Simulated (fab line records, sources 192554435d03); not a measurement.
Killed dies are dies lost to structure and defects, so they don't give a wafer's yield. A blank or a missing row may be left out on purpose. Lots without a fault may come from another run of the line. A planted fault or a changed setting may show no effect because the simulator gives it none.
Split-lot experiment | flow n5_finfet | 7 lots, 21 wafers read, on a route of 1938 steps

THE SPLIT
At N5_BEOL_M1_PECVD_72 (deposits SiO2 from TEOS/O2, target thk 16 nm, time 18 s), the setting temp_c was moved away from the recipe's 400 C on 7 of the 21 wafers read, by -2.7% to +4.0%. The other wafers ran this setting at the recipe's value.

FROM THE SPLIT TO THE READING: what the file shows between them, 14 steps
- N5_BEOL_M1_COAT_61: time 60 s, resist thk 60 nm (also split here: spin_rpm)
- N5_BEOL_M1_COAT_62: time 60 s, resist thk 12 nm
- N5_BEOL_M1_COAT_73: time 60 s, resist thk 5 nm
- N5_BEOL_M1_ETCH_74: etches underlayer in N2/H2, target depth 6.5 nm, time 5.2 s
- N5_BEOL_M1_ETCH_63: etches SiARC in CF4, target depth 15.6 nm, time 26 s
- N5_BEOL_M1_ETCH_64: etches SOC in N2/H2, target depth 75 nm, overetch 15 nm, time 112.5 s
- N5_BEOL_M1_STRIP_65: strips in N2/H2
- N5_BEOL_M1_STRIP_75: strips in N2/H2
- N5_BEOL_M1_STRIP_66: strips in CF4
- N5_BEOL_M1_HM_OPEN_17: chemistry Cl2/BCl3, target TiN, target depth 20 nm, overetch 6 nm
- N5_BEOL_M1_TRENCH_ETCH_37: etches SiOC in C4F6/O2, target depth 55.207 nm, time 29 s (also split here: time_s)
- N5_BEOL_M1_ETCH_41: etches SiCN in CH3F/O2, target depth 31.9 nm, time 57.8 s
- N5_BEOL_M1_STRIP_97: strips in N2/H2, time 10 s
- N5_BEOL_M1_OCD_MEAS_38

THE READING
SiO2_of_BEOL_M1_PECVD_72.thk_nm (the simulator's own value, which no gauge read), in nm, at N5_BEOL_M1_HM_STRIP_39 (strips TiN in peroxide tin strip, target depth 25 nm, time 158 s). The file gives no usual value for it. The 14 wafers here that ran the recipe average 15.8 nm, standard deviation 0.19 nm.

wafer  | tool, chamber at the split | temp_c as run, C | against the recipe | SiO2_of_BEOL_M1_PECVD_72.thk_nm, nm | against lot-mates on the recipe
L075.1 | pecvd-03, 0,1              | 400              | recipe             | 15.8                                | -
L075.4 | pecvd-03, 0,1              | 400              | recipe             | 15.8                                | -
L075.5 | pecvd-03, 2                | 409.4            | +2.3%              | 14.8                                | -1.0
L079.4 | pecvd-03, 0                | 405.9            | +1.5%              | 15.4                                | -0.8
L079.5 | pecvd-03, 1                | 400              | recipe             | 16.2                                | -
L079.6 | pecvd-03, 2                | 405.9            | +1.5%              | 15.6                                | -0.6
L085.2 | pecvd-02, 1,2              | 400              | recipe             | 15.8                                | -
L085.6 | pecvd-02, 2                | 400              | recipe             | 15.8                                | -
L085.3 | pecvd-02, 1,2              | 400              | recipe             | 15.6                                | -
L092.2 | pecvd-02, 2                | 389.4            | -2.7%              | 16.8                                | +1.0
L092.3 | pecvd-02, 0                | 389.4            | -2.7%              | 16.6                                | +0.8
L092.4 | pecvd-02, 2                | 400              | recipe             | 15.8                                | -
L093.4 | pecvd-03, 1                | 416.2            | +4.0%              | 14.2                                | -1.6
L093.5 | pecvd-03, 1                | 416.2            | +4.0%              | 14.2                                | -1.6
L093.6 | pecvd-03, 2                | 400              | recipe             | 15.8                                | -
L095.1 | pecvd-03, 1                | 400              | recipe             | 15.4                                | -
L095.4 | pecvd-03, 0                | 400              | recipe             | 15.6                                | -
L095.5 | pecvd-03, 1                | 400              | recipe             | 15.8                                | -
L097.2 | pecvd-01, 1                | 400              | recipe             | 15.6                                | -
L097.3 | pecvd-01, 2                | 400              | recipe             | 16                                  | -
L097.5 | pecvd-01, 2                | 400              | recipe             | 16                                  | -
Where a row lists several chambers, the file gives one row for several wafers and doesn't say which wafer went through which chamber.

THE FIT
A straight line over all 21 wafers: SiO2_of_BEOL_M1_PECVD_72.thk_nm changes by -0.368 nm for each +1% of temp_c; r = -0.95; the points scatter about the line by 0.2 nm.
The same after taking each lot's own level away (the mean of its wafers on the recipe; 21 wafers): -0.386 nm for each +1%; r = -0.98; scatter 0.13 nm.
On that fit, the largest move of temp_c shifts the reading by 1.6 nm.
The lots' own levels span 15.60 to 16.20 nm, that is 3.1 times the standard deviation above.
So the lot-to-lot level changes the slope little: the two slopes agree.
Check: with one of the wafers moved furthest among these (+4.0%) left out of the fit, the line predicts -1.59 nm for it against its lot-mates. It came out at -1.6 nm against them.

OTHER SPLITS ON THESE WAFERS
These wafers also went through other splits before the reading. Each is held against what the fit with the lots' levels taken away leaves over:
other split on the same wafers    | wafers away from the commonest value | r with SiO2_of_BEOL_M1_PECVD_72.thk_nm (lot level and that fit taken away)
N5_BEOL_M0_SAQP_PEB_12 peb_time_s | 5                                    | -0.30
N5_BEOL_M1_COAT_61 spin_rpm       | 7                                    | -0.02
N5_BEOL_M1_TRENCH_ETCH_37 time_s  | 5                                    | -0.23

THE WHOLE CHAIN: every reading that the file lists as answering this split, in the file's order
step                   | what it does                                                     | reading                                                                          | change (the file's fit)               | r (the file's)
N5_BEOL_M1_PECVD_72    | deposits SiO2 from TEOS/O2, target thk 16 nm, time 18 s          | SiO2_of_BEOL_M1_PECVD_72.thk_nm (the simulator's own value, which no gauge read) | -0.433 nm for each +1% of the setting | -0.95
N5_BEOL_M1_HM_STRIP_39 | strips TiN in peroxide tin strip, target depth 25 nm, time 158 s | SiO2_of_BEOL_M1_PECVD_72.thk_nm (the simulator's own value, which no gauge read) | -0.394 nm for each +1% of the setting | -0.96

THE FILE'S OWN FIT
SiO2_of_BEOL_M1_PECVD_72.thk_nm changes by -0.394 nm for each +1% of temp_c, r = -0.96.
